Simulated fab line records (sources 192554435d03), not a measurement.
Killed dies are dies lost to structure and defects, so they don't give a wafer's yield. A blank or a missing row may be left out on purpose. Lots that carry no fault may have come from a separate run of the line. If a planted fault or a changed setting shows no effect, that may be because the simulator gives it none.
fab line records + flow n5_finfet + part 2 of 2: steps 19 to 30 of 30
[record]
- lots = 5
- wafers = 15
- last_day = 21
route steps=1938 shown BEOL_M15@1816 PASS1_DEP@1831 MIM_BOT@1832 MIM_TOP@1834 MIM_TOP_LITHO@1839
lots with no fault: from the same line, run without faults
start_h: hours from the record's opening day to when the first of the lot's shown wafers began + wait_h: time in hours since the lot's previous step + " as in the row above + L1.1+2: several wafers, shown together as one row + - no value, or no start given + * or withheld: withheld + < > ~ a bound
route shown NAME@n: NAME is a module with steps in the file, n the number in the route of the first one + usual: the fault-free wafers' mean and standard deviation + same: alike in all rows + chamber/n: place in a boat + sites: per-site readings + _std_site: standard deviation across them + _edge_site: the outer-site mean with the inner-site mean subtracted + radius_mm: how far each site lies from the wafer's centre + mask NAME#n: copy n + behind: tool/chamber where the wafer was last shaped + hold: cause of the lot's hold/its duration in hours/its outcome + device: whichever transistor did not switch (one of n, p or np) + end of line: the route-end tests of the same wafers + for a step that has no rows: nothing shown but its recipe + killed: at the first sort, the dies lost to defects and structure; wafer yield is something else + map: the dies of a wafer, with x for killed, . for not killed, _ for no die there
set.NAME: the setting the step ran with; set.NAME@STEP: the setting that earlier step ran with + model.NAME: the simulator's own value behind a step, which no gauge read
a table for each step, a row for each wafer; lots at some steps of the route
services: when a tool's chamber went out of use (start_h, in hours from the record's first day, below 0 if earlier), for how many hours, and the reason
[[steps]]
[step N5_MIM_TOP_ALD_00]
[recipe]
- material = Al2O3
- target_thk_a = *
- temp_c = withheld
- ald_precursor_family = TMA
- ald_co_reactant = O3
- pulse_time_s = withheld
- purge_time_s = 3
- co_reactant_purge_time_s = withheld
- co_reactant_pulse_time_s = 3
- ald_cycles = withheld
[usual]
- precursor_pulse_height_rel = 0.998/0.02
| lot.wafer | tool      | chamber | start_h | wait_h | precursor_pulse_height_rel |
|-----------|-----------|---------|---------|--------|----------------------------|
| L083.3    | ald_hk-01 | 1       | 395.74  | 0.1    | 1.001                      |
| L083.4    | "         | 0       | "       | "      | 1.041                      |
| L083.6    | "         | 1       | "       | "      | 0.997                      |
| L089.3    | ald_hk-03 | 2       | 435.44  | 0.1    | 0.977                      |
| L089.4    | "         | 1       | "       | "      | 0.981                      |
| L089.6    | "         | 1       | "       | "      | 1.036                      |
| L093.2    | ald_hk-02 | 1       | 466.47  | 0.1    | 0.984                      |
| L093.4    | "         | 3       | "       | "      | 1.030                      |
| L093.5    | "         | 0       | "       | "      | 0.989                      |
| L096.2    | ald_hk-02 | 3       | 487.27  | 0.1    | 0.987                      |
| L096.3    | "         | 0       | "       | "      | 1.002                      |
| L096.4    | "         | 2       | "       | "      | 0.959                      |
| L097.1    | ald_hk-03 | 0       | 499.29  | 0.1    | 1.018                      |
| L097.4    | "         | 1       | "       | "      | 0.992                      |
| L097.5    | "         | 3       | "       | "      | 1.002                      |
[step N5_MIM_TOP_ALD_01]
[recipe]
- material = HfO2
- target_thk_a = 56
- temp_c = withheld
- ald_precursor_family = Hf-amide
- ald_co_reactant = O3
- pulse_time_s = 1
- purge_time_s = 3
- co_reactant_purge_time_s = 2
- co_reactant_pulse_time_s = 3
- ald_cycles = 62
[usual]
- precursor_pulse_height_rel = 0.998/0.02
| lot.wafer | tool      | chamber | start_h | wait_h | precursor_pulse_height_rel |
|-----------|-----------|---------|---------|--------|----------------------------|
| L083.3    | ald_hk-01 | 1       | -       | -      | 1.027                      |
| L083.4    | "         | 0       | "       | "      | 0.974                      |
| L083.6    | "         | 1       | "       | "      | 0.980                      |
| L089.3    | ald_hk-03 | 2       | -       | -      | 0.979                      |
| L089.4    | "         | 1       | "       | "      | 1.002                      |
| L089.6    | "         | 1       | "       | "      | 0.992                      |
| L093.2    | ald_hk-02 | 1       | -       | -      | 0.981                      |
| L093.4    | "         | 3       | "       | "      | 0.973                      |
| L093.5    | "         | 0       | "       | "      | 0.976                      |
| L096.2    | ald_hk-02 | 3       | -       | -      | 0.968                      |
| L096.3    | "         | 0       | "       | "      | 0.965                      |
| L096.4    | "         | 2       | "       | "      | 0.979                      |
| L097.1    | ald_hk-03 | 0       | -       | -      | 0.999                      |
| L097.4    | "         | 1       | "       | "      | 1.019                      |
| L097.5    | "         | 3       | "       | "      | 1.000                      |
[step N5_MIM_TOP_ALD_02]
[recipe]
- material = Al2O3
- target_thk_a = *
- temp_c = withheld
- ald_precursor_family = TMA
- ald_co_reactant = O3
- pulse_time_s = withheld
- purge_time_s = 3
- co_reactant_purge_time_s = withheld
- co_reactant_pulse_time_s = 3
- ald_cycles = withheld
[usual]
- precursor_pulse_height_rel = 0.999/0.019
| lot.wafer | tool      | chamber | start_h | wait_h | precursor_pulse_height_rel |
|-----------|-----------|---------|---------|--------|----------------------------|
| L083.3    | ald_hk-01 | 1       | -       | -      | 1.051                      |
| L083.4    | "         | 0       | "       | "      | 1.000                      |
| L083.6    | "         | 1       | "       | "      | 0.979                      |
| L089.3    | ald_hk-03 | 2       | -       | -      | 1.018                      |
| L089.4    | "         | 1       | "       | "      | 0.967                      |
| L089.6    | "         | 1       | "       | "      | 1.005                      |
| L093.2    | ald_hk-02 | 1       | -       | -      | 0.992                      |
| L093.4    | "         | 3       | "       | "      | 0.981                      |
| L093.5    | "         | 0       | "       | "      | 1.003                      |
| L096.2    | ald_hk-02 | 3       | -       | -      | 0.987                      |
| L096.3    | "         | 0       | "       | "      | 0.994                      |
| L096.4    | "         | 2       | "       | "      | 1.011                      |
| L097.1    | ald_hk-03 | 0       | -       | -      | 0.995                      |
| L097.4    | "         | 1       | "       | "      | 1.020                      |
| L097.5    | "         | 3       | "       | "      | 0.975                      |
[step N5_MIM_TOP_DEGAS_04]
[recipe]
- ambient = vacuum
- temp_c = 300
- time_s = 60
[usual]
- heater_power_w = 458/64
| lot.wafer | tool           | chamber | start_h | wait_h | heater_power_w |
|-----------|----------------|---------|---------|--------|----------------|
| L083.3    | pvd_sputter-01 | -       | 397.16  | -      | 438            |
| L083.4    | "              | -       | "       | "      | 424            |
| L083.6    | "              | -       | "       | "      | 578            |
| L089.3    | pvd_sputter-01 | -       | 437.84  | -      | 427            |
| L089.4    | "              | -       | "       | "      | 430            |
| L089.6    | "              | -       | "       | "      | 385            |
| L093.2    | pvd_sputter-01 | -       | 468.76  | -      | 428            |
| L093.4    | "              | -       | "       | "      | 428            |
| L093.5    | "              | -       | "       | "      | 441            |
| L096.2    | pvd_sputter-02 | -       | 489.80  | -      | 422            |
| L096.3    | "              | -       | "       | "      | 565            |
| L096.4    | "              | -       | "       | "      | 378            |
| L097.1    | pvd_sputter-02 | -       | 500.40  | -      | 580            |
| L097.4    | "              | -       | "       | "      | 389            |
| L097.5    | "              | -       | "       | "      | 435            |
[step N5_MIM_TOP_SPUTTER_03]
[recipe]
- material = TiN
- target_thk_a = 350
- temp_c = 200
- power_w = 3000
- chamber_pressure_pa = 0.49996
- gas = Ar
- reactive_partial_pa = 0.37997
- time_s = 89.7
[usual]
- throttle_valve_pct = 30.1/1.2
| lot.wafer | tool           | chamber | start_h | wait_h | throttle_valve_pct |
|-----------|----------------|---------|---------|--------|--------------------|
| L083.3    | pvd_sputter-01 | -       | 397.20  | 0.0    | 31.5               |
| L083.4    | "              | -       | "       | "      | 29.0               |
| L083.6    | "              | -       | "       | "      | 32.1               |
| L089.3    | pvd_sputter-01 | -       | 437.88  | 0.0    | 31.6               |
| L089.4    | "              | -       | "       | "      | 28.7               |
| L089.6    | "              | -       | "       | "      | 30.1               |
| L093.2    | pvd_sputter-01 | -       | 468.80  | 0.0    | 31.8               |
| L093.4    | "              | -       | "       | "      | 28.8               |
| L093.5    | "              | -       | "       | "      | 28.3               |
| L096.2    | pvd_sputter-02 | -       | 489.84  | 0.0    | 30.4               |
| L096.3    | "              | -       | "       | "      | 30.5               |
| L096.4    | "              | -       | "       | "      | 28.8               |
| L097.1    | pvd_sputter-02 | -       | 500.44  | 0.0    | 30.7               |
| L097.4    | "              | -       | "       | "      | 28.8               |
| L097.5    | "              | -       | "       | "      | 30.5               |
[step N5_MIM_TOP_LITHO_HMDS_01]
[recipe]
- time_s = 60
- temp_c = 120
[usual]
- resist_line_temp_C = 23.04/0.099
| lot.wafer | tool           | chamber | start_h | wait_h | resist_line_temp_C |
|-----------|----------------|---------|---------|--------|--------------------|
| L083.3    | litho_track-05 | 0       | 397.31  | 0.1    | 23.11              |
| L083.4    | "              | 0       | "       | "      | 23.06              |
| L083.6    | "              | 0       | "       | "      | 22.93              |
| L089.3    | litho_track-04 | 0       | 437.99  | 0.1    | 23.08              |
| L089.4    | "              | 0       | "       | "      | 22.94              |
| L089.6    | "              | 0       | "       | "      | 23.09              |
| L093.2    | litho_track-04 | 0       | 468.91  | 0.1    | 22.94              |
| L093.4    | "              | 0       | "       | "      | 22.90              |
| L093.5    | "              | 0       | "       | "      | 22.90              |
| L096.2    | litho_track-04 | 0       | 489.95  | 0.1    | 23.02              |
| L096.3    | "              | 0       | "       | "      | 23.00              |
| L096.4    | "              | 0       | "       | "      | 22.95              |
| L097.1    | litho_track-05 | 0       | 500.55  | 0.1    | 22.98              |
| L097.4    | "              | 0       | "       | "      | 23.19              |
| L097.5    | "              | 0       | "       | "      | 23.06              |
[step N5_MIM_TOP_LITHO_COAT_02]
[recipe]
- spin_rpm = *
- resist_thk_nm = *
[usual]
- resist_line_temp_C = 23.00/0.099
| lot.wafer | tool           | chamber | start_h | wait_h | resist_line_temp_C |
|-----------|----------------|---------|---------|--------|--------------------|
| L083.3    | litho_track-05 | 0       | -       | -      | 22.93              |
| L083.4    | "              | 0       | "       | "      | 23.03              |
| L083.6    | "              | 0       | "       | "      | 23.00              |
| L089.3    | litho_track-04 | 0       | -       | -      | 23.02              |
| L089.4    | "              | 0       | "       | "      | 23.04              |
| L089.6    | "              | 0       | "       | "      | 23.10              |
| L093.2    | litho_track-04 | 0       | -       | -      | 22.98              |
| L093.4    | "              | 0       | "       | "      | 22.95              |
| L093.5    | "              | 0       | "       | "      | 23.03              |
| L096.2    | litho_track-04 | 0       | -       | -      | 22.86              |
| L096.3    | "              | 0       | "       | "      | 22.92              |
| L096.4    | "              | 0       | "       | "      | 23.02              |
| L097.1    | litho_track-05 | 0       | -       | -      | 22.91              |
| L097.4    | "              | 0       | "       | "      | 23.02              |
| L097.5    | "              | 0       | "       | "      | 22.87              |
[step N5_MIM_TOP_LITHO_EBR_04]
[recipe]
- solvent = PGMEA
- ebr_width_mm = 1.5
[usual]
- resist_line_temp_C = 23.01/0.1
| lot.wafer | tool           | chamber | start_h | wait_h | resist_line_temp_C |
|-----------|----------------|---------|---------|--------|--------------------|
| L083.3    | litho_track-05 | 0       | -       | -      | 23.01              |
| L083.4    | "              | 0       | "       | "      | 22.83              |
| L083.6    | "              | 0       | "       | "      | 22.90              |
| L089.3    | litho_track-04 | 0       | -       | -      | 23.07              |
| L089.4    | "              | 0       | "       | "      | 23.12              |
| L089.6    | "              | 0       | "       | "      | 23.02              |
| L093.2    | litho_track-04 | 0       | -       | -      | 23.15              |
| L093.4    | "              | 0       | "       | "      | 23.16              |
| L093.5    | "              | 0       | "       | "      | 23.10              |
| L096.2    | litho_track-04 | 0       | -       | -      | 22.81              |
| L096.3    | "              | 0       | "       | "      | 22.86              |
| L096.4    | "              | 0       | "       | "      | 23.00              |
| L097.1    | litho_track-05 | 0       | -       | -      | 23.12              |
| L097.4    | "              | 0       | "       | "      | 23.04              |
| L097.5    | "              | 0       | "       | "      | 23.23              |
[step N5_MIM_TOP_LITHO_SOFTBAKE_03]
[recipe]
- temp_c = 100
- time_s = 90
[usual]
- resist_line_temp_C = 23.00/0.098
| lot.wafer | tool           | chamber | start_h | wait_h | resist_line_temp_C |
|-----------|----------------|---------|---------|--------|--------------------|
| L083.3    | litho_track-05 | 0       | -       | -      | 22.83              |
| L083.4    | "              | 0       | "       | "      | 22.90              |
| L083.6    | "              | 0       | "       | "      | 22.94              |
| L089.3    | litho_track-04 | 0       | -       | -      | 22.97              |
| L089.4    | "              | 0       | "       | "      | 23.00              |
| L089.6    | "              | 0       | "       | "      | 22.97              |
| L093.2    | litho_track-04 | 0       | -       | -      | 22.97              |
| L093.4    | "              | 0       | "       | "      | 22.96              |
| L093.5    | "              | 0       | "       | "      | 23.02              |
| L096.2    | litho_track-04 | 0       | -       | -      | 22.92              |
| L096.3    | "              | 0       | "       | "      | 23.07              |
| L096.4    | "              | 0       | "       | "      | 23.03              |
| L097.1    | litho_track-05 | 0       | -       | -      | 23.03              |
| L097.4    | "              | 0       | "       | "      | 23.08              |
| L097.5    | "              | 0       | "       | "      | 23.13              |
[step N5_MIM_TOP_LITHO_EXPOSE_05]
[recipe]
- mask_id = MIM_TOP
- na = 0.55
- source_shape = conventional
- sigma_outer = 0.8
- polarization = unpolarized
- target_cd_nm = 2000
- dose_mj = 20.5
[same]
- sigma_outer = 0.8
| lot.wafer  | tool           | chamber | start_h | wait_h | mask      |
|------------|----------------|---------|---------|--------|-----------|
| L083.3+4+6 | krf_scanner-02 | 0       | 397.43  | -      | MIM_TOP#0 |
| L089.3+4+6 | krf_scanner-02 | 0       | 438.11  | -      | MIM_TOP#0 |
| L093.2+4+5 | krf_scanner-02 | 0       | 469.02  | -      | MIM_TOP#0 |
| L096.2+3+4 | krf_scanner-01 | 0       | 490.06  | -      | MIM_TOP#0 |
| L097.1+4+5 | krf_scanner-02 | 0       | 500.78  | -      | MIM_TOP#0 |
[step N5_MIM_TOP_LITHO_PEB_06]
[recipe]
- peb_temp_c = withheld
- peb_time_s = *
[usual]
- resist_line_temp_C = *
| lot.wafer | tool           | chamber | start_h | wait_h | resist_line_temp_C |
|-----------|----------------|---------|---------|--------|--------------------|
| L083.3    | litho_track-04 | 0       | 397.48  | 0.0    | *                  |
| L083.4    | "              | 0       | "       | "      | *                  |
| L083.6    | "              | 0       | "       | "      | *                  |
| L089.3    | litho_track-04 | 0       | 438.15  | 0.0    | *                  |
| L089.4    | "              | 0       | "       | "      | *                  |
| L089.6    | "              | 0       | "       | "      | *                  |
| L093.2    | litho_track-03 | 0       | 469.07  | 0.0    | *                  |
| L093.4    | "              | 0       | "       | "      | *                  |
| L093.5    | "              | 0       | "       | "      | *                  |
| L096.2    | litho_track-05 | 0       | 490.11  | 0.0    | *                  |
| L096.3    | "              | 0       | "       | "      | *                  |
| L096.4    | "              | 0       | "       | "      | *                  |
| L097.1    | litho_track-03 | 0       | 500.84  | 0.1    | *                  |
| L097.4    | "              | 0       | "       | "      | *                  |
| L097.5    | "              | 0       | "       | "      | *                  |
[step N5_MIM_TOP_LITHO_DEVELOP_07]
[recipe]
- develop_time_s = 60
- rinse_liquid = diw
- dry = air_spin
- dev_temp_c = 21
[usual]
- resist_line_temp_C = 22.99/0.094
| lot.wafer | tool           | chamber | start_h | wait_h | resist_line_temp_C |
|-----------|----------------|---------|---------|--------|--------------------|
| L083.3    | litho_track-04 | 0       | -       | -      | 23.00              |
| L083.4    | "              | 0       | "       | "      | 22.90              |
| L083.6    | "              | 0       | "       | "      | 23.03              |
| L089.3    | litho_track-04 | 0       | -       | -      | 23.15              |
| L089.4    | "              | 0       | "       | "      | 22.97              |
| L089.6    | "              | 0       | "       | "      | 23.03              |
| L093.2    | litho_track-03 | 0       | -       | -      | 23.05              |
| L093.4    | "              | 0       | "       | "      | 23.03              |
| L093.5    | "              | 0       | "       | "      | 23.18              |
| L096.2    | litho_track-05 | 0       | -       | -      | 22.94              |
| L096.3    | "              | 0       | "       | "      | 23.07              |
| L096.4    | "              | 0       | "       | "      | 23.01              |
| L097.1    | litho_track-03 | 0       | -       | -      | 23.08              |
| L097.4    | "              | 0       | "       | "      | 23.08              |
| L097.5    | "              | 0       | "       | "      | 23.10              |
[[services]]
| tool           | chamber | start_h | hours | kind   |
|----------------|---------|---------|-------|--------|
| pecvd-01       | -       | 371.26  | 1.8   | repair |
| cmp-03         | -       | 372.88  | 3.3   | repair |
| krf_scanner-01 | -       | 378.50  | 1.3   | pm     |
| cmp-01         | -       | 380.94  | 0.4   | repair |
| krf_scanner-02 | -       | 385.11  | 1.0   | pm     |
| krf_scanner-02 | -       | 405.08  | 0.3   | repair |
| pvd_sputter-02 | -       | 409.67  | 7.3   | repair |
| cmp-01         | -       | 410.01  | 7.3   | pm     |
| pecvd-04       | 0       | 414.13  | 6.0   | repair |
| pecvd-01       | -       | 415.89  | 5.5   | pm     |
| ald_hk-02      | -       | 416.55  | 8.7   | pm     |
| krf_scanner-02 | -       | 418.84  | 0.8   | pm     |
| cmp-01         | -       | 422.39  | 0.8   | repair |
| pvd_sputter-01 | -       | 426.95  | 3.4   | repair |
| krf_scanner-02 | -       | 431.92  | 1.3   | pm     |
| pecvd-03       | 2       | 444.22  | 19.8  | repair |
| cmp-04         | -       | 446.71  | 10.9  | repair |
| cmp-03         | -       | 454.68  | 1.9   | repair |
| cmp-01         | -       | 459.46  | 0.5   | repair |
| pecvd-04       | -       | 460.11  | 6.0   | pm     |
| ald_hk-02      | -       | 467.72  | 0.3   | repair |
| pecvd-02       | 1       | 486.81  | 7.4   | repair |
| pecvd-01       | 2       | 487.48  | 6.7   | repair |
| pecvd-03       | -       | 491.74  | 1.5   | repair |
